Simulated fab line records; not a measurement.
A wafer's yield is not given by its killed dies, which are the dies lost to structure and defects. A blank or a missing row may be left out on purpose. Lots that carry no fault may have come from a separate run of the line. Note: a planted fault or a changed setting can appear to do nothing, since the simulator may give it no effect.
fab line records | flow n5_finfet | part 2 of 2: steps 5 to 6 of 6
record: lots: 22 | wafers: 66 | last_day: 19
route steps=1938 shown BEOL_M7@1307 BEOL_M8@1332 BEOL_M9@1422
lots that met no fault: taken from a fault-free run of the same line
start_h: the number of hours between the record's first day and the start of the first shown wafer of the lot | wait_h: hours from the lot's prior step to this one | " the same as in the row above | L1.1+2: a single row standing in for several wafers | - value missing, or start not given | * or withheld: withheld | < > ~ a bound
route shown NAME@n: names a module that has steps shown in the file, with the first one's number in the route | usual: mean/standard deviation of fault-free wafers | same: alike in all rows | chamber/n: place in a boat | sites: per-site readings | _std_site: how widely they spread, as a standard deviation | _edge_site: the outer-site mean with the inner-site mean subtracted | radius_mm: for every site, how far away it sits from the centre of the wafer | mask NAME#n: copy n | behind: the tool/chamber that last shaped the wafer | hold: why the lot was held/for how many hours/how that ended | device: transistor that didn't switch, given as n, p or np | end of line: the tests these same wafers got at the end of their route | a step without rows: its recipe alone | killed: dies that structure and defects cost at the first sort, which is not the same as the wafer's yield | map: a wafer's dies, marking killed ones x, the rest . and places with no die _
set.NAME: the run value of the setting; set.NAME@STEP: its run value at that earlier step | model.NAME: the simulator's own value behind a step, which no gauge read
route steps across a sampled set of lots; one table per step, one row per wafer
services: from which hour (start_h, from the record's first day; less than 0 if before it) a tool's chamber was out of use, for how many hours, and why
== steps ==
step: N5_BEOL_M9_HM_OPEN_17
recipe: chemistry: Cl2/BCl3 | target_depth_a: 200 | overetch_a: 60 | target: TiN | mask_material: SOC | ion_energy_ev: 150 | pressure_mtorr: 10 | icp_w: 1000 | bias_w: 126 | Cl2_flow_sccm: 53.25 | bcl3_flow_sccm: 21.75 | Ar_flow_sccm: 25
usual: bcl3_flow_sccm: 21.75/0.068 | drypump_motor_current_A: 5.7/0.35 | oes_ar_750_au: 0.77/0.12 | oes_product_au: 0.67/0.12 | throttle_valve_pct: 22.25/0.13
lot.wafer | tool         | chamber | start_h | wait_h | bcl3_flow_sccm | drypump_motor_current_A | oes_ar_750_au | oes_product_au | rf_hours_counter_h | throttle_valve_pct
L074.3    | rie_metal-01 | 1       | 245.59  | 0.1    | 21.70          | 5.7                     | 0.63          | 0.56           | -                  | 22.14
L074.5    | "            | 0       | "       | "      | 21.74          | 5.6                     | 0.94          | 0.82           | -                  | 22.21
L074.6    | "            | 1       | "       | "      | 21.72          | 5.7                     | 0.64          | 0.55           | -                  | 22.13
L075.2    | rie_metal-02 | 1       | 248.35  | 0.0    | 21.78          | 5.2                     | 0.68          | 0.58           | 84                 | 22.41
L075.3    | "            | 0       | "       | "      | 21.80          | 5.6                     | 0.61          | 0.54           | -                  | 22.42
L075.5    | "            | 1       | "       | "      | 21.80          | 5.3                     | 0.68          | 0.57           | -                  | 22.40
L076.1    | rie_metal-03 | 1       | 248.40  | 0.0    | 21.73          | 6.0                     | 0.76          | 0.63           | 46                 | 22.10
L076.2    | "            | 0       | "       | "      | 21.78          | 6.4                     | 0.72          | 0.59           | 71                 | 22.23
L076.6    | "            | 0       | "       | "      | 21.67          | 6.4                     | 0.71          | 0.58           | -                  | 22.25
L077.1    | rie_metal-01 | 0       | 258.66  | 0.0    | 21.74          | 5.6                     | 0.93          | 0.82           | 3                  | 22.23
L077.2    | "            | 1       | "       | "      | 21.68          | 5.7                     | 0.64          | 0.55           | 105                | 22.15
L077.6    | "            | 0       | "       | "      | 21.81          | 5.6                     | 0.92          | 0.81           | -                  | 22.23
L078.1    | rie_metal-01 | 0       | 264.96  | 0.0    | 21.58          | 5.6                     | 0.93          | 0.80           | 3                  | 22.23
L078.3    | "            | 1       | "       | "      | 21.87          | 5.7                     | 0.64          | 0.56           | -                  | 22.12
L078.4    | "            | 0       | "       | "      | 21.69          | 5.6                     | 0.92          | 0.80           | -                  | 22.23
L080.3    | rie_metal-03 | 0       | 277.67  | 0.1    | 21.84          | 6.4                     | 0.71          | 0.58           | -                  | 22.23
L080.5    | "            | 1       | "       | "      | 21.81          | 6.0                     | 0.75          | 0.64           | -                  | 22.09
L080.6    | "            | 0       | "       | "      | 21.73          | 6.4                     | 0.70          | 0.59           | -                  | 22.23
L079.1    | rie_metal-03 | 0       | 281.79  | 0.0    | 21.79          | 6.4                     | 0.71          | 0.58           | 74                 | 22.25
L079.3    | "            | 0       | "       | "      | 21.86          | 6.4                     | 0.71          | 0.59           | -                  | 22.24
L079.6    | "            | 0       | "       | "      | 21.80          | 6.4                     | 0.71          | 0.58           | -                  | 22.25
L081.1    | rie_metal-01 | 0       | 284.28  | 0.0    | 21.66          | 5.6                     | 0.91          | 0.81           | 5                  | 22.21
L081.2    | "            | 1       | "       | "      | 21.85          | 5.7                     | 0.62          | 0.55           | 108                | 22.15
L081.5    | "            | 0       | "       | "      | 21.74          | 5.6                     | 0.91          | 0.79           | -                  | 22.22
L082.1    | rie_metal-02 | 1       | 288.31  | 0.0    | 21.76          | 5.3                     | 0.66          | 0.57           | 88                 | 22.41
L082.2    | "            | 1       | "       | "      | 21.70          | 5.3                     | 0.67          | 0.57           | -                  | 22.41
L082.6    | "            | 1       | "       | "      | 21.69          | 5.3                     | 0.67          | 0.57           | -                  | 22.41
L083.1    | rie_metal-01 | 0       | 291.80  | 0.0    | 21.74          | 5.6                     | 0.91          | 0.79           | 6                  | 22.24
L083.2    | "            | 1       | "       | "      | 21.77          | 5.7                     | 0.63          | 0.55           | 108                | 22.16
L083.3    | "            | 1       | "       | "      | 21.70          | 5.7                     | 0.63          | 0.55           | -                  | 22.16
L084.1    | rie_metal-01 | 0       | 297.68  | 0.0    | 21.79          | 5.6                     | 0.90          | 0.78           | 6                  | 22.23
L084.5    | "            | 1       | "       | "      | 21.84          | 5.7                     | 0.63          | 0.56           | -                  | 22.13
L084.6    | "            | 0       | "       | "      | 21.74          | 5.6                     | 0.89          | 0.79           | -                  | 22.24
L087.2    | rie_metal-01 | 0       | 309.69  | 0.1    | 21.77          | 5.6                     | 0.90          | 0.79           | -                  | 22.22
L087.5    | "            | 0       | "       | "      | 21.77          | 5.6                     | 0.88          | 0.79           | -                  | 22.23
L087.6    | "            | 0       | "       | "      | 21.81          | 5.6                     | 0.89          | 0.78           | -                  | 22.23
L085.1    | rie_metal-02 | 0       | 316.36  | 0.0    | 21.78          | 5.7                     | 0.98          | 0.87           | 0                  | 22.32
L085.3    | "            | 1       | "       | "      | 21.80          | 5.3                     | 0.66          | 0.58           | -                  | 22.42
L085.6    | "            | 0       | "       | "      | 21.74          | 5.6                     | 0.98          | 0.87           | -                  | 22.32
L086.1    | rie_metal-02 | 0       | 320.64  | 0.0    | 21.67          | 5.6                     | 0.97          | 0.85           | 1                  | 22.32
L086.3    | "            | 0       | "       | "      | 21.63          | 5.6                     | 0.97          | 0.84           | -                  | 22.34
L086.5    | "            | 0       | "       | "      | 21.74          | 5.7                     | 0.96          | 0.85           | -                  | 22.35
L089.1    | rie_metal-02 | 0       | 325.38  | 0.0    | 21.63          | 5.6                     | 0.96          | 0.86           | 1                  | 22.31
L089.3    | "            | 0       | "       | "      | 21.62          | 5.6                     | 0.97          | 0.87           | -                  | 22.31
L089.6    | "            | 1       | "       | "      | 21.81          | 5.3                     | 0.65          | 0.57           | -                  | 22.41
L088.3    | rie_metal-02 | 1       | 332.15  | 0.1    | 21.80          | 5.3                     | 0.66          | 0.56           | -                  | 22.45
L088.5    | "            | 1       | "       | "      | 21.77          | 5.3                     | 0.66          | 0.55           | -                  | 22.45
L088.6    | "            | 0       | "       | "      | 21.66          | 5.6                     | 0.95          | 0.84           | -                  | 22.30
L090.1    | rie_metal-02 | 0       | 346.56  | 0.0    | 21.74          | 5.6                     | 0.92          | 0.82           | 4                  | 22.34
L090.3    | "            | 0       | "       | "      | 21.68          | 5.7                     | 0.93          | 0.82           | -                  | 22.32
L090.5    | "            | 1       | "       | "      | 21.77          | 5.3                     | 0.65          | 0.55           | -                  | 22.44
L095.1    | rie_metal-01 | 1       | 360.07  | 0.0    | 21.90          | 5.7                     | 0.93          | 0.81           | 3                  | 21.94
L095.4    | "            | 1       | "       | "      | 21.82          | 5.7                     | 0.93          | 0.82           | -                  | 21.92
L095.6    | "            | 1       | "       | "      | 21.84          | 5.7                     | 0.93          | 0.82           | -                  | 21.92
L093.1    | rie_metal-01 | 0       | 360.90  | 0.0    | 21.71          | 5.5                     | 0.85          | 0.75           | 15                 | 22.25
L093.3    | "            | 1       | "       | "      | 21.72          | 5.7                     | 0.92          | 0.81           | -                  | 21.94
L093.5    | "            | 1       | "       | "      | 21.68          | 5.7                     | 0.94          | 0.81           | -                  | 21.93
L094.1    | rie_metal-02 | 1       | 374.10  | 0.0    | 21.81          | 5.3                     | 0.65          | 0.56           | 98                 | 22.45
L094.2    | "            | 0       | "       | "      | 21.70          | 5.6                     | 0.92          | 0.80           | 5                  | 22.34
L094.5    | "            | 1       | "       | "      | 21.68          | 5.2                     | 0.66          | 0.56           | -                  | 22.45
L097.1    | rie_metal-03 | 0       | 392.13  | 0.0    | 21.78          | 6.3                     | 0.69          | 0.57           | 85                 | 22.28
L097.3    | "            | 0       | "       | "      | 21.69          | 6.4                     | 0.69          | 0.56           | -                  | 22.27
L097.6    | "            | 1       | "       | "      | 21.79          | 6.0                     | 0.73          | 0.61           | -                  | 22.12
L096.1    | rie_metal-03 | 1       | 395.94  | 0.0    | 21.73          | 6.0                     | 0.73          | 0.61           | 60                 | 22.13
L096.3    | "            | 0       | "       | "      | 21.66          | 6.4                     | 0.69          | 0.58           | -                  | 22.24
L096.4    | "            | 1       | "       | "      | 21.73          | 6.0                     | 0.72          | 0.61           | -                  | 22.13
step: N5_BEOL_M9_DESCUM_33
recipe: chemistry: O2 | time_s: 7 | source_power_w: 50 | bias_power_w: 20 | pressure_mtorr: 20 | rf_frequency_hz: 2.712e+07 | temp_c: 40 | resist: CAR-EUV | o2_flow_sccm: 225
usual: drypump_motor_current_A: 5.9/0.41 | o2_flow_sccm: 224.9/0.66 | oes_product_au: 0.76/0.083 | rf_vpp_V: 242.9/1.4 | showerhead_plenum_p_Torr: 2.07/0.068 | throttle_valve_pct: 20.46/0.29
lot.wafer | tool        | chamber | start_h | wait_h | drypump_motor_current_A | o2_flow_sccm | oes_product_au | rf_hours_counter_h | rf_vpp_V | showerhead_plenum_p_Torr | throttle_valve_pct
L074.3    | rie_diel-04 | 1       | 247.02  | 0.0    | 6.1                     | 224.8        | 0.77           | 140                | 243.0    | 2.00                     | 20.75
L074.5    | "           | 1       | "       | "      | 6.1                     | 225.3        | 0.77           | -                  | 241.1    | 2.00                     | 20.74
L074.6    | "           | 0       | "       | "      | 5.9                     | 224.2        | 0.68           | -                  | 244.0    | 2.15                     | 20.29
L075.2    | rie_diel-01 | 2       | 251.34  | 0.0    | 5.7                     | 224.6        | 0.74           | 185                | 245.7    | 2.15                     | 20.51
L075.3    | "           | 1       | "       | "      | 6.2                     | 225.4        | 0.70           | 210                | 242.5    | 1.97                     | 20.59
L075.5    | "           | 1       | "       | "      | 6.2                     | 225.6        | 0.70           | -                  | 241.0    | 1.97                     | 20.58
L076.1    | rie_diel-01 | 2       | 251.76  | 0.0    | 5.7                     | 225.1        | 0.74           | 186                | 244.8    | 2.15                     | 20.51
L076.2    | "           | 1       | "       | "      | 6.2                     | 224.3        | 0.69           | 210                | 242.2    | 1.97                     | 20.59
L076.6    | "           | 1       | "       | "      | 6.2                     | 224.7        | 0.70           | -                  | 242.4    | 1.97                     | 20.58
L077.1    | rie_diel-04 | 1       | 259.59  | 0.0    | 6.1                     | 225.1        | 0.77           | 143                | 242.1    | 2.00                     | 20.76
L077.2    | "           | 2       | "       | "      | 5.2                     | 225.9        | 0.91           | 19                 | 241.3    | 2.05                     | 20.22
L077.6    | "           | 1       | "       | "      | 6.1                     | 225.1        | 0.76           | -                  | 241.6    | 2.00                     | 20.75
L078.1    | rie_diel-01 | 1       | 266.49  | 0.0    | 6.3                     | 225.5        | 0.70           | 215                | 242.0    | 1.97                     | 20.58
L078.3    | "           | 2       | "       | "      | 5.7                     | 225.7        | 0.73           | 191                | 243.1    | 2.15                     | 20.53
L078.4    | "           | 3       | "       | "      | 6.2                     | 224.7        | 0.73           | 194                | 245.2    | 2.17                     | 20.29
L080.3    | rie_diel-04 | 2       | 279.78  | 0.2    | 5.2                     | 225.5        | 0.88           | 24                 | 242.6    | 2.05                     | 20.23
L080.5    | "           | 2       | "       | "      | 5.2                     | 225.4        | 0.89           | -                  | 242.9    | 2.05                     | 20.25
L080.6    | "           | 1       | "       | "      | 6.1                     | 225.2        | 0.76           | -                  | 242.3    | 2.00                     | 20.76
L079.1    | rie_diel-04 | 0       | 282.81  | 0.0    | 5.9                     | 226.0        | 0.68           | 242                | 245.2    | 2.15                     | 20.32
L079.3    | "           | 1       | "       | "      | 6.1                     | 224.6        | 0.77           | 150                | 243.8    | 2.00                     | 20.75
L079.6    | "           | 0       | "       | "      | 5.9                     | 226.1        | 0.69           | -                  | 243.2    | 2.15                     | 20.30
L081.1    | rie_diel-03 | 0       | 286.56  | 0.4    | 5.0                     | 225.1        | 0.70           | 187                | 243.6    | 2.09                     | 20.88
L081.2    | "           | 1       | "       | "      | 6.1                     | 224.1        | 0.70           | 226                | 243.5    | 2.17                     | 20.76
L081.5    | "           | 0       | "       | "      | 5.0                     | 224.5        | 0.70           | -                  | 242.5    | 2.09                     | 20.87
L082.1    | rie_diel-01 | 0       | 290.73  | 0.0    | 6.2                     | 225.1        | 0.88           | 32                 | 242.6    | 2.05                     | 19.98
L082.2    | "           | 1       | "       | "      | 6.2                     | 226.2        | 0.69           | 222                | 241.0    | 1.97                     | 20.61
L082.6    | "           | 2       | "       | "      | 5.7                     | 224.8        | 0.74           | -                  | 242.3    | 2.14                     | 20.55
L083.1    | rie_diel-01 | 1       | 293.55  | 0.0    | 6.3                     | 225.5        | 0.69           | 223                | 241.5    | 1.97                     | 20.59
L083.2    | "           | 3       | "       | "      | 6.2                     | 223.9        | 0.72           | 203                | 245.8    | 2.17                     | 20.31
L083.3    | "           | 2       | "       | "      | 5.7                     | 224.9        | 0.73           | 200                | 244.3    | 2.14                     | 20.54
L084.1    | rie_diel-01 | 3       | 298.87  | 0.0    | 6.2                     | 225.7        | 0.72           | 204                | 245.4    | 2.17                     | 20.31
L084.5    | "           | 0       | "       | "      | 6.1                     | 225.4        | 0.86           | -                  | 242.1    | 2.05                     | 20.01
L084.6    | "           | 1       | "       | "      | 6.2                     | 223.7        | 0.68           | -                  | 241.3    | 1.97                     | 20.60
L087.2    | rie_diel-04 | 1       | 310.68  | 0.0    | 6.1                     | 224.9        | 0.75           | 159                | 241.4    | 2.00                     | 20.79
L087.5    | "           | 2       | "       | "      | 5.2                     | 224.3        | 0.89           | -                  | 242.6    | 2.04                     | 20.26
L087.6    | "           | 1       | "       | "      | 6.1                     | 225.7        | 0.76           | -                  | 243.9    | 2.00                     | 20.77
L085.1    | rie_diel-04 | 3       | 318.34  | 0.0    | 5.9                     | 225.3        | 0.71           | 212                | 243.2    | 2.05                     | 20.54
L085.3    | "           | 1       | "       | "      | 6.1                     | 224.6        | 0.74           | 163                | 241.4    | 2.00                     | 20.80
L085.6    | "           | 2       | "       | "      | 5.2                     | 224.5        | 0.88           | -                  | 242.7    | 2.04                     | 20.27
L086.1    | rie_diel-01 | 3       | 323.32  | 0.0    | 6.2                     | 224.9        | 0.71           | 211                | 245.3    | 2.17                     | 20.31
L086.3    | "           | 2       | "       | "      | 5.7                     | 225.4        | 0.72           | 209                | 243.3    | 2.14                     | 20.54
L086.5    | "           | 1       | "       | "      | 6.2                     | 225.1        | 0.69           | -                  | 241.2    | 1.97                     | 20.64
L089.1    | rie_diel-01 | 1       | 326.22  | 0.0    | 6.2                     | 224.5        | 0.68           | 234                | 241.3    | 1.97                     | 20.61
L089.3    | "           | 3       | "       | "      | 6.2                     | 224.3        | 0.70           | 212                | 245.8    | 2.17                     | 20.33
L089.6    | "           | 2       | "       | "      | 5.7                     | 225.4        | 0.71           | -                  | 244.6    | 2.14                     | 20.58
L088.3    | rie_diel-01 | 0       | 333.00  | 0.0    | 6.2                     | 224.4        | 0.86           | 45                 | 242.6    | 2.04                     | 20.04
L088.5    | "           | 2       | "       | "      | 5.7                     | 225.4        | 0.72           | -                  | 244.0    | 2.14                     | 20.56
L088.6    | "           | 1       | "       | "      | 6.2                     | 224.8        | 0.68           | -                  | 241.7    | 1.97                     | 20.61
L090.1    | rie_diel-04 | 3       | 348.31  | 0.3    | 5.9                     | 225.3        | 0.71           | 223                | 243.0    | 2.05                     | 20.56
L090.3    | "           | 2       | "       | "      | 5.2                     | 224.6        | 0.86           | 50                 | 242.0    | 2.04                     | 20.26
L090.5    | "           | 3       | "       | "      | 6.0                     | 224.1        | 0.71           | -                  | 242.0    | 2.05                     | 20.56
L093.1    | rie_diel-03 | 1       | 364.67  | 0.0    | 6.1                     | 224.2        | 0.69           | 245                | 244.6    | 2.16                     | 20.77
L093.3    | "           | 0       | "       | "      | 5.0                     | 223.9        | 0.68           | 209                | 242.2    | 2.08                     | 20.91
L093.5    | "           | 3       | "       | "      | 6.4                     | 224.8        | 0.78           | -                  | 241.5    | 2.03                     | 20.50
L095.1    | rie_diel-04 | 2       | 364.71  | 0.0    | 5.2                     | 224.8        | 0.85           | 54                 | 243.3    | 2.04                     | 20.30
L095.4    | "           | 3       | "       | "      | 5.9                     | 225.2        | 0.70           | -                  | 240.6    | 2.05                     | 20.56
L095.6    | "           | 2       | "       | "      | 5.2                     | 225.0        | 0.84           | -                  | 242.9    | 2.04                     | 20.28
L094.1    | rie_diel-04 | 0       | 378.05  | 0.3    | 5.9                     | 225.2        | 0.96           | 10                 | 244.8    | 2.14                     | 19.81
L094.2    | "           | 1       | "       | "      | 6.1                     | 225.5        | 0.73           | 179                | 241.9    | 1.99                     | 20.82
L094.5    | "           | 3       | "       | "      | 6.0                     | 225.3        | 0.70           | -                  | 243.1    | 2.05                     | 20.57
L097.1    | rie_diel-01 | 2       | 393.72  | 0.0    | 5.7                     | 223.9        | 0.71           | 233                | 244.0    | 2.13                     | 20.59
L097.3    | "           | 0       | "       | "      | 6.2                     | 225.2        | 0.84           | 58                 | 243.0    | 2.04                     | 20.03
L097.6    | "           | 2       | "       | "      | 5.7                     | 225.0        | 0.72           | -                  | 244.1    | 2.13                     | 20.59
L096.1    | rie_diel-03 | 2       | 397.05  | 0.0    | 4.7                     | 224.6        | 0.72           | 216                | 245.0    | 2.16                     | 20.97
L096.3    | "           | 3       | "       | "      | 6.4                     | 224.7        | 0.78           | 133                | 241.8    | 2.02                     | 20.51
L096.4    | "           | 0       | "       | "      | 5.0                     | 224.1        | 0.68           | -                  | 242.7    | 2.08                     | 20.93
== services ==
tool         | chamber | start_h | hours | kind
cmp-03       | -       | 205.77  | 5.1   | pm
rie_diel-04  | 0       | 210.17  | 13.3  | repair
cmp-03       | -       | 211.24  | 3.4   | pm
cmp-03       | -       | 215.43  | 0.8   | repair
pecvd-01     | 2       | 215.87  | 20.5  | repair
cmp-03       | -       | 216.23  | 10.9  | pm
pecvd-03     | 1       | 223.73  | 6.0   | repair
cmp-03       | -       | 230.18  | 2.7   | repair
rie_metal-01 | -       | 236.50  | 1.4   | pm
cmp-03       | -       | 240.72  | 4.0   | pm
pecvd-04     | 0       | 256.02  | 5.2   | repair
cmp-03       | -       | 257.37  | 10.0  | repair
rie_metal-02 | 1       | 264.88  | 4.3   | repair
rie_metal-02 | -       | 274.27  | 0.4   | repair
rie_diel-01  | 3       | 288.09  | 4.2   | repair
pecvd-04     | 2       | 301.00  | 2.5   | repair
cmp-04       | -       | 314.51  | 2.5   | repair
cmp-03       | -       | 332.25  | 1.2   | repair
rie_diel-04  | 1       | 360.52  | 12.7  | repair
pecvd-01     | -       | 366.19  | 2.0   | repair
rie_diel-01  | 0       | 369.92  | 15.6  | repair
cmp-04       | -       | 375.31  | 20.7  | repair
cmp-03       | -       | 379.25  | 3.6   | repair
rie_diel-01  | 3       | 388.99  | 2.6   | repair
